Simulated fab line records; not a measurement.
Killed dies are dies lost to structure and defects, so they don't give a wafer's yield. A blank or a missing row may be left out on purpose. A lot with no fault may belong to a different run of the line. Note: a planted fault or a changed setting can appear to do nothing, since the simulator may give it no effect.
fab line records	flow nandHarc	part 1 of 2: steps 1 to 3 of 6
record lots=23	wafers=69	lastDay=25
route steps=1159 shown P_GATE@146 P_CONTACT@235 P_M1@295
lots that met no fault: taken from a fault-free run of the same line
startH: hours from the record's first day to the start of the lot's first wafer shown	waitH: hours since the lot's step before	" identical to the entry in the row above	L1.1+2: several wafers, shown together as one row	- value missing, or start not given	* or withheld: withheld	< > ~ a bound
route shown NAME@n: NAME is a module with steps in the file, n the number in the route of the first one	usual: mean/standard deviation of fault-free wafers	same: alike in all rows	chamber/n: place in a boat	sites: the reading at each site	_std_site: standard deviation of those values	_edge_site: inner sites' mean taken away from outer sites' mean	radiusMm: how far each site lies from the wafer's centre	mask NAME#n: copy n	behind: the tool/chamber that last shaped the wafer	hold: the reason the lot was held/the length of the hold in hours/how it ended	device: whichever transistor did not switch (one of n, p or np)	end of line: tests of these same wafers at the route's end	a step with no rows: only its recipe	killed: dies lost to structure and defects at the first sort, not the wafer's yield	map: per-die view of a wafer (x killed, . not killed, _ where there is no die)
set.NAME: the run value of the setting; set.NAME@STEP: its run value at that earlier step	model.NAME: the simulator's own value behind a step, which no gauge read
steps of the route over a sample of lots; a table a step, a row a wafer
services: from which hour (startH, from the record's first day; less than 0 if before it) a tool's chamber was out of use, for how many hours, and why
## steps
# step NHARC_P_GATE_HM_OPEN_105
# recipe targetDepthA=3600	o2FlowSccm=400	cosFlowSccm=20	arFlowSccm=0	rfW=500	biasW=300	chemistry=O2/COS
# usual chamberPressureMTorr=19.998/0.018	drypumpMotorCurrentA=5.4/0.5	oesProductAu=0.999/0.0081	rfVppV=467.4/2.8	showerheadPlenumPTorr=3.13/0.12	throttleValvePct=28.332/0.0092
lot.wafer	tool	chamber	startH	waitH	chamberPressureMTorr	drypumpMotorCurrentA	oesProductAu	rfHoursCounterH	rfVppV	showerheadPlenumPTorr	throttleValvePct
L074.1	rieDiel-07	0	-	-	20.026	5.3	0.999	6	471.1	3.24	28.328
L074.4	"	1	"	"	19.972	5.0	1.004	6	471.0	3.28	28.335
L074.5	"	0	"	"	20.000	5.3	0.996	-	469.1	3.24	28.345
L077.4	rieDiel-04	1	-	-	19.966	5.0	0.986	63	466.9	3.13	28.343
L077.3	"	0	"	"	20.007	6.0	1.003	63	470.0	3.23	28.325
L077.6	"	2	"	"	20.022	5.4	0.993	-	466.9	3.13	28.323
L076.1	rieDiel-07	2	-	-	19.991	5.0	1.009	8	468.6	3.22	28.322
L076.2	"	3	"	"	19.982	5.1	0.999	10	465.9	3.05	28.323
L076.6	"	2	"	"	19.964	5.0	1.004	-	469.5	3.22	28.349
L075.4	rieDiel-08	3	-	-	19.988	5.5	1.000	50	463.6	2.95	28.322
L075.2	"	2	"	"	19.993	5.2	1.011	49	461.3	2.88	28.316
L075.6	"	3	"	"	20.008	5.5	1.000	-	464.5	2.95	28.341
L078.3	rieDiel-04	1	-	-	19.990	5.0	0.990	66	467.6	3.13	28.325
L078.4	"	2	"	"	19.991	5.4	0.984	63	467.7	3.13	28.326
L078.5	"	2	"	"	19.972	5.4	0.997	-	466.5	3.13	28.334
L079.2	rieDiel-08	3	-	-	20.004	5.5	0.991	57	464.5	2.95	28.310
L079.3	"	1	"	"	19.976	6.4	1.013	56	465.7	3.06	28.332
L079.5	"	3	"	"	20.005	5.5	0.994	-	463.7	2.95	28.327
L080.1	rieDiel-08	1	-	-	19.955	6.4	1.016	56	465.7	3.06	28.330
L080.3	"	2	"	"	19.988	5.2	1.004	56	462.2	2.88	28.327
L080.2	"	3	"	"	19.996	5.5	0.988	57	462.8	2.95	28.331
L082.3	rieDiel-07	3	-	-	20.038	5.0	0.994	13	466.0	3.04	28.321
L082.2	"	1	"	"	20.010	5.0	1.000	15	471.0	3.28	28.334
L082.6	"	3	"	"	19.983	5.1	0.997	-	465.1	3.04	28.344
L081.1	rieDiel-04	3	-	-	19.972	6.7	0.998	4	466.6	3.01	28.327
L081.4	"	0	"	"	20.023	5.9	0.991	4	469.7	3.22	28.336
L081.6	"	1	"	"	20.013	5.0	0.997	-	467.5	3.13	28.332
L084.1	rieDiel-04	1	-	-	19.982	5.0	1.004	9	466.0	3.12	28.336
L084.4	"	2	"	"	19.959	5.4	0.996	8	467.8	3.12	28.325
L084.6	"	1	"	"	19.990	5.0	1.002	-	468.0	3.12	28.341
L083.2	rieDiel-07	1	-	-	19.993	5.0	1.005	18	470.3	3.28	28.345
L083.4	"	1	"	"	19.983	5.0	1.002	-	471.5	3.28	28.343
L083.5	"	3	"	"	19.993	5.1	1.005	-	464.8	3.04	28.344
L086.2	rieDiel-07	0	-	-	20.020	5.3	0.988	22	468.1	3.23	28.325
L086.4	"	1	"	"	19.990	5.0	1.005	22	470.2	3.27	28.321
L086.1	"	3	"	"	19.975	5.1	1.002	20	465.1	3.04	28.333
L087.1	rieDiel-07	0	-	-	19.989	5.3	0.990	22	470.4	3.23	28.330
L087.5	"	1	"	"	19.998	5.0	0.986	-	469.9	3.27	28.310
L087.4	"	2	"	"	20.013	5.0	1.009	-	469.0	3.22	28.310
L089.1	rieDiel-08	1	-	-	19.964	6.4	1.000	19	466.1	3.05	28.335
L089.4	"	3	"	"	19.994	5.5	1.015	21	460.4	2.94	28.326
L089.5	"	1	"	"	19.999	6.4	1.008	-	465.3	3.05	28.361
L088.3	rieDiel-07	2	-	-	19.989	4.9	1.007	16	471.0	3.22	28.335
L088.5	"	2	"	"	20.020	5.0	1.003	-	468.7	3.22	28.327
L088.4	"	1	"	"	20.005	5.0	1.002	-	470.9	3.27	28.345
L090.3	rieDiel-08	3	-	-	20.026	5.5	1.010	23	460.9	2.93	28.330
L090.1	"	0	"	"	20.014	5.9	0.998	22	463.8	2.94	28.333
L090.6	"	1	"	"	20.004	6.4	1.002	-	464.7	3.05	28.324
L092.3	rieDiel-04	0	-	-	20.002	5.9	0.998	25	469.7	3.21	28.330
L092.2	"	1	"	"	20.002	5.0	0.998	26	466.9	3.11	28.337
L092.6	"	1	"	"	20.003	5.0	1.002	-	467.4	3.11	28.335
L091.2	rieDiel-07	2	-	-	20.021	4.9	1.002	17	469.3	3.22	28.323
L091.4	"	2	"	"	20.004	5.0	0.998	-	468.9	3.22	28.333
L091.6	"	0	"	"	20.014	5.3	0.987	-	470.9	3.23	28.341
L093.2	rieDiel-07	1	-	-	19.977	5.0	1.002	27	470.3	3.27	28.332
L093.4	"	2	"	"	19.983	5.0	1.013	23	468.2	3.21	28.351
L093.3	"	3	"	"	19.984	5.1	0.995	25	465.5	3.04	28.323
L094.4	rieDiel-07	1	-	-	19.984	5.0	0.997	27	470.3	3.27	28.329
L094.6	"	2	"	"	19.984	5.0	1.004	-	468.8	3.21	28.340
L094.5	"	3	"	"	20.017	5.1	1.003	-	465.6	3.04	28.330
L095.2	rieDiel-07	0	-	-	20.014	5.3	0.986	31	468.8	3.22	28.322
L095.5	"	2	"	"	20.013	5.0	0.990	-	469.3	3.21	28.337
L095.6	"	3	"	"	19.995	5.1	0.992	-	466.2	3.04	28.331
L096.4	rieDiel-07	0	-	-	19.988	5.3	0.991	32	469.7	3.22	28.327
L096.3	"	1	"	"	19.991	5.0	0.993	30	471.0	3.27	28.325
L096.5	"	2	"	"	20.010	5.0	1.001	-	468.6	3.21	28.318
L097.3	rieDiel-04	0	-	-	19.987	6.0	1.001	40	470.6	3.20	28.342
L097.4	"	1	"	"	19.973	5.0	1.003	42	466.7	3.11	28.329
L097.6	"	3	"	"	20.052	6.7	0.998	-	463.2	3.00	28.320
# step NHARC_P_CONTACT_DESCUM_17
# recipe timeS=3	o2FlowSccm=200	arFlowSccm=0	biasPowerW=0	chemistry=O2
# usual chamberPressureMTorr=60.01/0.049	drypumpMotorCurrentA=5.6/0.48	oesProductAu=1.001/0.0076	rfVppV=57.8/0.89	showerheadPlenumPTorr=1.92/0.063	throttleValvePct=11.311/0.0091
# same timeS=3
lot.wafer	tool	chamber	startH	waitH	chamberPressureMTorr	drypumpMotorCurrentA	oesProductAu	rfHoursCounterH	rfVppV	showerheadPlenumPTorr	throttleValvePct
L074.1	rieDiel-06	1	111.25	0.1	60.05	6.0	0.986	4	57.1	1.92	11.300
L074.4	"	2	"	"	60.00	5.1	0.989	4	59.0	1.92	11.322
L074.5	"	0	"	"	60.07	5.8	0.999	-	56.7	1.87	11.327
L077.3	rieDiel-09	0	127.11	0.1	60.04	5.1	1.006	3	58.4	2.03	11.315
L077.4	"	3	"	"	59.94	5.4	0.989	2	57.9	1.93	11.309
L077.6	"	0	"	"	60.02	5.1	0.998	-	57.6	2.03	11.320
L076.1	rieDiel-06	0	127.39	0.1	60.03	5.8	1.015	5	57.6	1.87	11.302
L076.2	"	2	"	"	59.98	5.1	0.995	6	57.5	1.92	11.310
L076.6	"	3	"	"	59.96	6.0	1.010	-	57.4	1.85	11.308
L075.4	rieDiel-09	3	132.81	0.1	59.92	5.4	1.005	3	58.7	1.93	11.309
L075.2	"	0	"	"	59.96	5.1	0.998	4	59.3	2.03	11.289
L075.6	"	0	"	"	60.12	5.1	0.999	-	59.0	2.03	11.312
L078.3	rieDiel-09	0	133.45	0.1	60.01	5.1	0.999	4	57.8	2.03	11.316
L078.4	"	1	"	"	60.09	5.1	1.001	4	57.8	1.95	11.305
L078.5	"	1	"	"	59.97	5.1	1.004	-	59.0	1.95	11.314
L079.2	rieDiel-09	2	142.07	0.1	60.00	6.5	0.990	4	56.4	1.84	11.318
L079.3	"	3	"	"	60.00	5.4	1.006	5	58.3	1.93	11.303
L079.5	"	2	"	"	60.06	6.5	1.002	-	58.4	1.84	11.308
L080.1	rieDiel-06	1	142.58	0.1	60.03	6.0	1.006	7	57.5	1.92	11.300
L080.2	"	3	"	"	59.99	6.0	1.002	8	57.2	1.85	11.320
L080.3	"	0	"	"	60.03	5.8	1.006	8	55.4	1.87	11.313
L082.3	rieDiel-06	3	152.47	0.1	59.95	6.0	1.002	9	58.1	1.85	11.291
L082.2	"	2	"	"	60.05	5.0	1.006	9	58.4	1.92	11.306
L082.6	"	2	"	"	60.07	5.0	0.993	-	58.7	1.92	11.305
L081.1	rieDiel-06	3	153.14	0.1	59.99	6.0	0.995	9	58.5	1.85	11.310
L081.6	"	0	"	"	60.03	5.8	1.000	-	57.8	1.87	11.305
L081.4	"	2	"	"	60.02	5.0	0.996	-	57.5	1.92	11.319
L084.1	rieDiel-09	1	162.49	0.1	60.05	5.1	1.012	8	56.7	1.95	11.320
L084.4	"	2	"	"	59.98	6.5	0.997	8	57.3	1.84	11.330
L084.6	"	1	"	"	60.05	5.1	1.007	-	58.0	1.95	11.307
L083.4	rieDiel-09	1	163.35	0.1	60.06	5.1	1.016	8	57.9	1.95	11.323
L083.2	"	2	"	"	60.01	6.5	1.002	8	58.3	1.84	11.317
L083.5	"	1	"	"	59.94	5.1	0.999	-	58.5	1.95	11.307
L086.1	rieDiel-06	0	190.87	0.1	60.03	5.8	0.991	12	58.5	1.87	11.303
L086.2	"	1	"	"	60.04	6.0	0.994	9	57.6	1.92	11.323
L086.4	"	2	"	"	60.07	5.1	1.005	12	58.2	1.92	11.315
L087.4	rieDiel-06	0	192.24	0.1	60.05	5.8	1.007	13	57.8	1.87	11.293
L087.1	"	2	"	"	60.08	5.1	1.003	13	56.6	1.92	11.318
L087.5	"	0	"	"	59.96	5.8	1.008	-	57.5	1.87	11.314
L089.1	rieDiel-06	3	198.78	0.1	59.96	6.0	1.025	13	56.9	1.85	11.314
L089.4	"	3	"	"	60.04	6.0	1.012	-	56.3	1.85	11.312
L089.5	"	1	"	"	60.01	6.0	1.008	-	57.6	1.92	11.309
L088.3	rieDiel-09	0	199.08	0.1	59.91	5.1	0.988	12	58.0	2.03	11.308
L088.4	"	2	"	"	59.90	6.5	0.995	12	58.3	1.83	11.292
L088.5	"	1	"	"	60.07	5.1	1.009	-	59.4	1.95	11.309
L090.1	rieDiel-06	1	205.21	0.1	59.93	6.0	0.995	11	57.6	1.92	11.308
L090.3	"	3	"	"	60.02	6.0	1.006	14	56.5	1.85	11.299
L090.6	"	1	"	"	60.02	6.0	0.998	-	57.3	1.92	11.296
L092.2	rieDiel-01	3	211.74	0.1	60.06	5.2	1.002	17	57.5	2.01	11.323
L092.3	"	1	"	"	60.10	5.5	0.998	26	58.6	1.81	11.307
L092.6	"	3	"	"	59.86	5.2	1.001	-	58.6	2.01	11.324
L091.2	rieDiel-06	1	212.27	0.1	60.00	6.0	0.990	12	55.8	1.92	11.316
L091.4	"	1	"	"	60.06	6.0	1.003	-	57.9	1.92	11.316
L091.6	"	0	"	"	60.00	5.8	0.993	-	58.1	1.87	11.316
L093.2	rieDiel-06	1	229.50	0.1	60.05	6.1	0.989	14	58.0	1.92	11.306
L093.3	"	2	"	"	60.09	5.1	0.991	15	57.6	1.92	11.321
L093.4	"	3	"	"	59.94	6.0	0.996	17	56.6	1.85	11.310
L094.4	rieDiel-09	0	229.91	0.1	59.99	5.1	1.000	15	58.9	2.02	11.310
L094.5	"	0	"	"	60.07	5.1	0.998	-	58.7	2.02	11.317
L094.6	"	1	"	"	59.98	5.1	0.995	-	58.1	1.95	11.311
L095.2	rieDiel-09	3	237.24	0.1	60.04	5.4	1.002	16	57.1	1.93	11.331
L095.6	"	2	"	"	60.07	6.5	0.990	-	57.4	1.83	11.321
L095.5	"	3	"	"	60.03	5.4	0.997	-	56.1	1.93	11.319
L096.3	rieDiel-01	0	245.59	0.1	60.02	5.8	0.985	24	58.3	2.00	11.310
L096.4	"	1	"	"	60.02	5.5	0.993	36	56.4	1.81	11.305
L096.5	"	0	"	"	60.00	5.8	0.989	-	58.9	2.00	11.311
L097.3	rieDiel-09	1	246.78	0.1	59.98	5.1	1.014	18	59.7	1.94	11.329
L097.4	"	3	"	"	59.98	5.4	1.002	17	57.8	1.93	11.325
L097.6	"	0	"	"	59.99	5.1	0.999	-	56.8	2.02	11.306
# step NHARC_P_M1_CD_MEAS_09
# recipe targetCdNm=130	landingEnergyEv=500
# usual cdNm=130.0/0.47
lot.wafer	tool	chamber	startH	waitH	cdNm
L074.1	cdSem-02	0	119.30	-	129.3
L074.4	"	0	"	"	129.1
L074.5	"	0	"	"	129.9
L077.3	cdSem-03	0	136.30	-	130.2
L077.4	"	0	"	"	129.8
L077.6	"	0	"	"	130.2
L076.1	cdSem-01	0	140.80	-	129.6
L076.2	"	0	"	"	129.7
L076.6	"	0	"	"	129.5
L075.2	cdSem-03	0	141.86	-	130.2
L075.4	"	0	"	"	130.0
L075.6	"	0	"	"	130.3
L078.3	cdSem-03	0	144.01	-	130.2
L078.4	"	0	"	"	130.1
L078.5	"	0	"	"	130.4
L079.2	cdSem-02	0	150.11	-	129.5
L079.3	"	0	"	"	130.0
L079.5	"	0	"	"	130.4
L080.1	cdSem-03	0	150.87	-	130.3
L080.2	"	0	"	"	130.4
L080.3	"	0	"	"	130.0
L082.2	cdSem-03	0	161.64	-	130.6
L082.3	"	0	"	"	131.5
L082.6	"	0	"	"	130.9
L081.1	cdSem-02	0	163.07	-	130.1
L081.4	"	0	"	"	130.4
L081.6	"	0	"	"	130.2
L084.1	cdSem-02	0	173.32	-	129.8
L084.4	"	0	"	"	129.4
L084.6	"	0	"	"	129.2
L083.2	cdSem-03	0	175.97	-	130.1
L083.4	"	0	"	"	129.5
L083.5	"	0	"	"	129.9
L086.1	cdSem-03	0	201.69	-	130.3
L086.2	"	0	"	"	130.2
L086.4	"	0	"	"	130.9
L087.1	cdSem-01	0	202.02	-	130.0
L087.4	"	0	"	"	130.3
L087.5	"	0	"	"	129.4
L089.1	cdSem-02	0	208.54	-	130.9
L089.4	"	0	"	"	130.3
L089.5	"	0	"	"	130.7
L088.3	cdSem-01	0	209.15	-	129.7
L088.4	"	0	"	"	129.9
L088.5	"	0	"	"	130.2
L090.1	cdSem-02	0	215.97	-	130.0
L090.3	"	0	"	"	129.9
L090.6	"	0	"	"	130.6
L092.2	cdSem-01	0	222.80	-	129.6
L092.3	"	0	"	"	129.9
L092.6	"	0	"	"	130.0
L091.2	cdSem-01	0	223.26	-	130.2
L091.4	"	0	"	"	130.1
L091.6	"	0	"	"	129.3
L093.2	cdSem-03	0	237.53	-	130.1
L093.3	"	0	"	"	130.2
L093.4	"	0	"	"	130.1
L094.4	cdSem-02	0	238.12	-	130.2
L094.5	"	0	"	"	130.4
L094.6	"	0	"	"	130.5
L095.2	cdSem-01	0	245.22	-	129.7
L095.5	"	0	"	"	130.1
L095.6	"	0	"	"	129.6
L096.3	cdSem-01	0	255.21	-	130.6
L096.4	"	0	"	"	131.0
L096.5	"	0	"	"	130.4
L097.3	cdSem-01	0	255.86	-	129.1
L097.4	"	0	"	"	128.8
L097.6	"	0	"	"	129.3
